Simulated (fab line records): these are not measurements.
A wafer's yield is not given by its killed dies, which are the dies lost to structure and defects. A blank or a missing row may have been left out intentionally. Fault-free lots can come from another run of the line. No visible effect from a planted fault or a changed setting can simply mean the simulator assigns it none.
fab line records	flow nand_harc
[record] lots = 6	wafers = 18	last_day = 24
route steps=1159 shown A_M1@1057 A_BONDPAD@1059 END@1159
lots that met no fault: from a run of the same line without faults
start_h: the number of hours between the record's first day and the start of the first shown wafer of the lot	wait_h: how many hours have passed since the lot's step before this one	" unchanged from the row above	L1.1+2: several wafers, shown together as one row	- no value present, or no start provided	* or withheld: withheld	< > ~ a bound
route shown NAME@n: a module of which the file shows steps, and the number in the route of the first	usual: mean/standard deviation taken from wafers without a fault	same: alike in all rows	chamber/n: place in a boat	sites: the reading at each site	_std_site: standard deviation of those values	_edge_site: outer sites' mean less inner sites'	radius_mm: how far each site lies from the wafer's centre	mask NAME#n: copy n	behind: the tool/chamber that last shaped the wafer	hold: why the lot went on hold/how many hours it stayed there/how the hold came to an end	device: the n, p or np transistor that did not switch	end of line: the same wafers' tests at the end of the route	a step without rows: its recipe alone	killed: count of dies lost to structure and defects at first sort (not the wafer's yield)	map: shows each die of a wafer: x if killed, . if not, _ if none is there
set.NAME: the setting that was run; set.NAME@STEP: the one run at that earlier step	model.NAME: the simulator's own value behind a step, which no gauge read
certain route steps with their lots: each step a table, each wafer a row
services: a tool's chamber out of use, with start hour (start_h, from the record's first day; less than 0 if before it), hours out, and reason
[[steps]]
[step NHARC_A_M1_PRE_CLEAN_32]
[recipe] time_s = 12	temp_c = 370	rf_power_w = 300	gas = NH3
[usual] heater_power_outer_w = 357/37	heater_power_w = 621/60
lot.wafer	tool	chamber	start_h	wait_h	heater_power_outer_w	heater_power_w
L783.2	pecvd-03	0	429.97	0.1	306	530
L783.5	"	0	"	"	303	527
L783.6	"	1	"	"	379	656
L784.3	pecvd-03	0	433.43	0.1	298	530
L784.2	"	2	"	"	332	591
L784.6	"	2	"	"	333	582
L793.2	pecvd-01	2	474.71	0.2	324	600
L793.6	"	0	"	"	349	600
L793.4	"	2	"	"	327	601
L794.3	pecvd-01	1	516.84	0.1	418	698
L794.4	"	2	"	"	331	594
L794.5	"	0	"	"	322	548
L797.6	pecvd-01	1	517.33	0.1	399	727
L797.5	"	2	"	"	395	696
L797.4	"	0	"	"	346	588
L796.2	pecvd-03	0	518.82	0.7	348	590
L796.1	"	1	"	"	374	644
L796.3	"	2	"	"	396	664
[step NHARC_A_M1_DEP_33]
[recipe] target_thk_a = 300	temp_c = 370	target_thk_nm = 30	pressure_torr = 3	flow_sccm = 200	rf_w = 450	material = SiCN
[usual] heater_power_outer_w = 318/41	heater_power_w = 568/64
lot.wafer	tool	chamber	start_h	wait_h	heater_power_outer_w	heater_power_w
L783.2	pecvd-03	0	430.05	0.1	206	400
L783.5	"	0	"	"	205	406
L783.6	"	1	"	"	332	605
L784.3	pecvd-03	0	433.51	0.1	225	418
L784.2	"	2	"	"	344	592
L784.6	"	2	"	"	342	602
L793.2	pecvd-01	2	474.84	0.1	326	589
L793.6	"	0	"	"	300	526
L793.4	"	2	"	"	334	598
L794.3	pecvd-01	1	516.92	0.1	297	550
L794.4	"	2	"	"	349	651
L794.5	"	0	"	"	286	509
L797.6	pecvd-01	1	517.50	0.2	376	667
L797.5	"	2	"	"	326	585
L797.4	"	0	"	"	278	485
L796.2	pecvd-03	0	518.90	0.1	307	524
L796.1	"	1	"	"	280	536
L796.3	"	2	"	"	382	631
[step NHARC_A_BONDPAD_DEP_00]
[recipe] target_thk_a = 2500	temp_c = 370	target_thk_nm = 250	pressure_torr = 3	flow_sccm = 200	rf_w = 450	material = SiCN
[usual] heater_power_outer_w = 332/53	heater_power_w = 583/88
lot.wafer	tool	chamber	start_h	wait_h	heater_power_outer_w	heater_power_w
L783.2	pecvd-02	0	430.65	-	360	663
L783.6	"	2	"	"	344	606
L783.5	"	0	"	"	380	669
L784.3	pecvd-04	1	434.16	-	342	579
L784.2	"	2	"	"	350	601
L784.6	"	1	"	"	355	597
L793.2	pecvd-02	1	475.38	-	294	499
L793.4	"	0	"	"	392	689
L793.6	"	0	"	"	397	685
L794.3	pecvd-04	0	517.47	-	287	557
L794.5	"	0	"	"	299	572
L794.4	"	1	"	"	310	545
L797.5	pecvd-03	1	518.19	-	337	608
L797.4	"	2	"	"	356	599
L797.6	"	0	"	"	308	541
L796.3	pecvd-03	0	-	-	274	491
L796.2	"	1	"	"	355	642
L796.1	"	2	"	"	333	553
[step NHARC_A_BONDPAD_CMP_29]
[recipe] target_thk_nm = 200	material = SiCN
[usual] motor_current_A = 12.2/1.3
lot.wafer	tool	chamber	start_h	wait_h	motor_current_A
L783.2	cmp-04	2	431.01	-	12.3
L783.6	"	2	"	"	11.5
L783.5	"	3	"	"	13.9
L784.3	cmp-01	3	434.52	-	9.9
L784.2	"	2	"	"	12.4
L784.6	"	3	"	"	10.1
L793.2	cmp-03	1	475.90	0.5	12.8
L793.4	"	2	"	"	11.1
L793.6	"	3	"	"	14.1
L794.4	cmp-01	2	517.88	-	12.1
L794.3	"	1	"	"	11.8
L794.5	"	2	"	"	12.2
L797.4	cmp-03	1	518.49	-	13.1
L797.5	"	0	"	"	12.1
L797.6	"	1	"	"	12.5
L796.3	cmp-03	1	519.87	-	13.2
L796.2	"	3	"	"	14.7
L796.1	"	0	"	"	12.0
[step NHARC_A_BONDPAD_THK_MEAS_30]
[recipe] thk_meas_gauge = ellipsometry
[usual] thk_nm = 199.8/1.6
lot.wafer	tool	chamber	start_h	wait_h	thk_nm
L783.2	film_metro-02	-	431.26	0.2	201.4
L783.5	"	-	"	"	201.7
L783.6	"	-	"	"	201.2
L784.2	film_metro-02	-	434.77	0.2	198.2
L784.3	"	-	"	"	199.2
L784.6	"	-	"	"	200.9
L793.2	film_metro-01	-	476.10	0.2	197.7
L793.4	"	-	"	"	200.3
L793.6	"	-	"	"	199.7
L794.3	film_metro-01	-	518.13	0.2	199.7
L794.4	"	-	"	"	201.4
L794.5	"	-	"	"	199.8
L797.4	film_metro-02	-	518.72	0.2	200.7
L797.5	"	-	"	"	203.0
L797.6	"	-	"	"	202.1
L796.1	film_metro-02	-	520.12	0.2	198.9
L796.2	"	-	"	"	199.1
L796.3	"	-	"	"	196.6
[step NHARC_A_BONDPAD_SRD_31]
[step NHARC_A_BONDPAD_DEHYDRATE_01]
[recipe] temp_c = 150	time_s = 120
[step NHARC_A_BONDPAD_HMDS_02]
[recipe] time_s = 30
[step NHARC_A_BONDPAD_COAT_33]
[recipe] temp_c = 200	time_s = 65
[step NHARC_A_BONDPAD_COAT_03]
[recipe] spin_rpm = 2000	resist_thk_nm = 600
[step NHARC_A_BONDPAD_SOFTBAKE_04]
[recipe] temp_c = 125	time_s = 70
[step NHARC_A_BONDPAD_EBR_05]
[step NHARC_A_BONDPAD_EXPOSE_06]
[recipe] na = 0.55	dose_mj = 36.99	mask_id = A_BPAD
[usual] exposure_dose_mJ_cm2 = 36.96/0.04
lot.wafer	tool	chamber	start_h	wait_h	mask	exposure_dose_mJ_cm2
L783.2	krf_scanner-03	0	431.68	-	A_BPAD#0	36.96
L783.5	"	0	"	"	A_BPAD#0	36.90
L783.6	"	0	"	"	A_BPAD#0	36.92
L784.2	krf_scanner-04	0	435.19	-	A_BPAD#0	37.00
L784.3	"	0	"	"	A_BPAD#0	36.93
L784.6	"	0	"	"	A_BPAD#0	36.94
L793.2	krf_scanner-03	0	476.40	-	A_BPAD#0	43.43
L793.4	"	0	"	"	A_BPAD#0	43.44
L793.6	"	0	"	"	A_BPAD#0	43.38
L794.3	krf_scanner-03	0	518.57	-	A_BPAD#0	42.10
L794.4	"	0	"	"	A_BPAD#0	42.12
L794.5	"	0	"	"	A_BPAD#0	42.15
L797.4	krf_scanner-04	0	519.17	-	A_BPAD#0	36.91
L797.5	"	0	"	"	A_BPAD#0	36.96
L797.6	"	0	"	"	A_BPAD#0	36.96
L796.1	krf_scanner-01	0	520.42	-	A_BPAD#0	36.98
L796.2	"	0	"	"	A_BPAD#0	37.02
L796.3	"	0	"	"	A_BPAD#0	36.99
[step NHARC_A_BONDPAD_PEB_07]
[recipe] peb_temp_c = 128	peb_time_s = 80
[step NHARC_END_SORT_01]
[recipe] temp_c = 25
[usual] defect_limited_yield = 95.3/1.7	killed_at_array = 28/11	killed_at_other = 0.8/1.1	killed_at_periphery = 3.3/2.8	killed_dies = 32/11	killed_open = 3.3/1.9	killed_short = 1.9/1.4	sort_bin_2_pct = 1.4/0.68	sort_bin_3_pct = 0.25/0.24	sort_bin_4_pct = 3.0/1.1	sort_n_pass = 645/11	sort_rim_yield_pct = 95.3/2.5	sort_yield_pct = 95.3/1.7
[same] gross_dies = 677	sort_bin_5_pct[%] = 0	sort_bin_6_pct[%] = 0	sort_bin_7_pct[%] = 0	sort_bin_8_pct[%] = 0	sort_rim_n_gross = 106.00
lot.wafer	tool	chamber	start_h	wait_h	defect_limited_yield[%]	killed_at_array	killed_at_other	killed_at_periphery	killed_dies	killed_open	killed_short	sort_bin_2_pct[%]	sort_bin_3_pct[%]	sort_bin_4_pct[%]	sort_n_pass	sort_rim_yield_pct[%]	sort_yield_pct[%]
L783.2	prober-01	0	469.55	2.8	95.7	25	1	3	29	5	4	1.3	0.30	2.7	648	97.2	95.7
L783.5	prober-01	0	471.93	3.7	95.1	30	0	3	33	2	3	1.2	1.03	2.7	644	98.1	95.1
L783.6	prober-01	0	472.72	4.0	96.2	23	0	3	26	2	1	2.2	0.15	1.5	651	96.2	96.2
L793.2	prober-02	0	506.81	2.8	93.2	36	2	8	46	6	2	2.7	0.44	3.7	631	94.3	93.2
L793.4	prober-02	0	508.44	3.4	93.5	37	0	7	44	5	2	2.4	0.30	3.8	633	91.5	93.5
L793.6	prober-02	0	510.07	4.1	95.3	24	2	6	32	3	2	1.8	0.15	2.8	645	95.3	95.3
L794.3	prober-02	0	554.75	3.1	91.4	54	0	4	58	8	3	2.4	0.15	6.1	619	92.5	91.4
L794.4	prober-02	0	555.56	3.4	92.2	52	1	0	53	4	1	3.2	0.15	4.4	624	95.3	92.2
L794.5	prober-02	0	556.36	3.7	92.6	49	0	1	50	2	3	2.5	0.44	4.4	627	93.4	92.6
L796.1	prober-01	0	561.02	2.5	96.8	21	0	1	22	0	1	0.7	0.15	2.4	655	96.2	96.8
L796.2	prober-01	0	561.82	2.8	96.5	18	2	4	24	3	3	1.5	0.30	1.8	653	91.5	96.5
L796.3	prober-01	0	562.62	3.1	95.9	24	2	2	28	4	1	1.5	0.15	2.5	649	99.1	95.9
// killed by level:class
L783.2 A_CHANNEL_HOLE_D1:chamber_film_flake=13 A_CHANNEL_FILL_D1:geometric_particle:open=3 A_CHANNEL_FILL_D1:geometric_particle:short=2 A_CHANNEL_FILL_D1:chamber_film_flake=2 A_STAIRCASE:chamber_film_flake=2 P_GATE:geometric_particle:short=1 A_CONTACT:geometric_particle:open=1 A_M1:geometric_particle:open=1
L783.5 A_CHANNEL_HOLE_D1:chamber_film_flake=17 A_STAIRCASE:chamber_film_flake=3 A_CONTACT:chamber_film_flake=3 A_CHANNEL_FILL_D1:chamber_film_flake=2 A_WL_FILL:chamber_film_flake=2 P_CONTACT:geometric_particle:short=1 P_CONTACT:geometric_particle:open=1 A_STAIRCASE:geometric_particle:open=1
L783.6 A_CHANNEL_HOLE_D1:chamber_film_flake=14 P_CONTACT:geometric_particle:open=2 A_CHANNEL_FILL_D1:chamber_film_flake=2 A_STAIRCASE:chamber_film_flake=2 A_CONTACT:chamber_film_flake=2 A_ONON_D1:geometric_particle:short=1 P_STI:chamber_film_flake=1 A_ZERO_WELL:chamber_film_flake=1
L793.2 A_CHANNEL_HOLE_D1:chamber_film_flake=16 A_STAIRCASE:chamber_film_flake=7 A_CONTACT:chamber_film_flake=5 A_M0:geometric_particle:open=3 P_M1:geometric_particle:open=2 P_M1:chamber_film_flake=2 P_M2:chamber_film_flake=2 THIN_TSV:chamber_film_flake=2
L793.4 A_CHANNEL_HOLE_D1:chamber_film_flake=21 A_STAIRCASE:chamber_film_flake=5 A_CONTACT:chamber_film_flake=5 P_M0:geometric_particle:open=2 P_ZERO_WELL:chamber_film_flake=2 P_STI:geometric_particle:open=1 P_M0:geometric_particle:short=1 A_ONON_D1:geometric_particle:open=1
L793.6 A_CHANNEL_HOLE_D1:chamber_film_flake=14 A_STAIRCASE:chamber_film_flake=5 A_CONTACT:chamber_film_flake=4 THIN_TSV:chamber_film_flake=2 P_STI:geometric_particle:short=1 P_GATE:geometric_particle:open=1 P_GATE:geometric_particle:short=1 P_CONTACT:geometric_particle:open=1
L794.3 A_CHANNEL_HOLE_D1:chamber_film_flake=21 A_SLIT:chamber_film_flake=15 A_CONTACT:chamber_film_flake=6 A_STAIRCASE:chamber_film_flake=4 A_WL_FILL:geometric_particle:short=2 A_BLC:geometric_particle:open=2 P_CONTACT:geometric_particle:open=1 P_M0:geometric_particle:open=1
L794.4 A_CHANNEL_HOLE_D1:chamber_film_flake=20 A_CONTACT:chamber_film_flake=15 A_SLIT:chamber_film_flake=10 A_CONTACT:geometric_particle:open=2 A_CHANNEL_HOLE_D1:geometric_particle:open=1 A_M0:geometric_particle:short=1 A_M1:geometric_particle:open=1 A_CHANNEL_FILL_D1:chamber_film_flake=1
L794.5 A_CHANNEL_HOLE_D1:chamber_film_flake=19 A_SLIT:chamber_film_flake=13 A_CONTACT:chamber_film_flake=10 A_CONTACT:geometric_particle:short=2 A_STAIRCASE:chamber_film_flake=2 A_CHANNEL_FILL_D1:geometric_particle:short=1 A_CHANNEL_FILL_D1:geometric_particle:open=1 A_WL_FILL:geometric_particle:open=1
L796.1 A_CHANNEL_HOLE_D1:chamber_film_flake=8 A_STAIRCASE:chamber_film_flake=8 A_CONTACT:chamber_film_flake=2 A_SGD_CUT:geometric_particle:short=1 P_M1:chamber_film_flake=1 A_WL_FILL:chamber_film_flake=1 A_BONDPAD:chamber_film_flake=1
L796.2 A_STAIRCASE:chamber_film_flake=10 P_M1:chamber_film_flake=3 A_WL_FILL:geometric_particle:open=2 A_CHANNEL_HOLE_D1:chamber_film_flake=2 THIN_TSV:chamber_film_flake=2 P_M2:geometric_particle:open=1 A_SOURCE_PLATE:geometric_particle:short=1 A_CHANNEL_FILL_D1:geometric_particle:short=1
L796.3 A_STAIRCASE:chamber_film_flake=7 A_CHANNEL_HOLE_D1:chamber_film_flake=6 A_CONTACT:chamber_film_flake=3 A_WL_FILL:geometric_particle:open=2 P_M1:chamber_film_flake=2 A_WL_FILL:chamber_film_flake=2 THIN_TSV:chamber_film_flake=2 A_ONON_D1:geometric_particle:open=1
[[services]]
tool	chamber	start_h	hours	kind
pecvd-01	-	418.50	13.0	pm
cmp-04	-	422.64	2.6	repair
krf_scanner-04	-	426.11	4.0	pm
krf_scanner-01	-	428.00	4.0	pm
cmp-03	-	434.41	1.4	repair
krf_scanner-01	-	434.71	1.7	repair
cmp-03	-	450.93	4.0	pm
krf_scanner-03	-	457.76	0.6	repair
krf_scanner-03	-	465.95	0.6	repair
pecvd-02	2	466.79	20.7	repair
pecvd-03	-	473.48	13.0	pm
pecvd-03	0	473.48	13.0	vent_cycle
pecvd-03	1	473.48	13.0	vent_cycle
pecvd-03	2	473.48	13.0	vent_cycle
cmp-01	-	473.50	4.0	pm
cmp-03	-	476.05	2.6	repair
krf_scanner-01	-	484.37	1.8	repair
pecvd-02	0	487.25	6.2	repair
cmp-04	-	497.11	4.0	pm
krf_scanner-03	-	506.01	1.9	repair
krf_scanner-01	-	510.93	0.8	repair
pecvd-03	-	511.88	1.7	repair
krf_scanner-03	-	512.00	4.0	pm
pecvd-02	-	515.61	13.0	pm
[[key]]
[first_sign] step = NHARC_A_BONDPAD_EXPOSE_06	reading = exposure_dose_mJ_cm2	direction = up	sigmas = 99+	usual = 36.96	struck = 42.77
effect none on later readings
met_at NHARC_A_BONDPAD_EXPOSE_06
struck_wafers L793.2,L793.4,L793.6,L794.3,L794.4,L794.5
[loop_trim] step = NHARC_A_BONDPAD_EXPOSE_06	setting = dose	lots = L794
onset_between 431.68 476.40
[fault] kind = process_parameter_drift	tool = krf_scanner-03	chamber = -	onset_h = 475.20	steps = NHARC_A_BONDPAD_EXPOSE_06	channel = dose_mj	offset = 6.4736	shape = step	acts_in = these_recipes_only	stated = 36.99
// loop_trim: a control loop set the setting to another value than it would have without faults
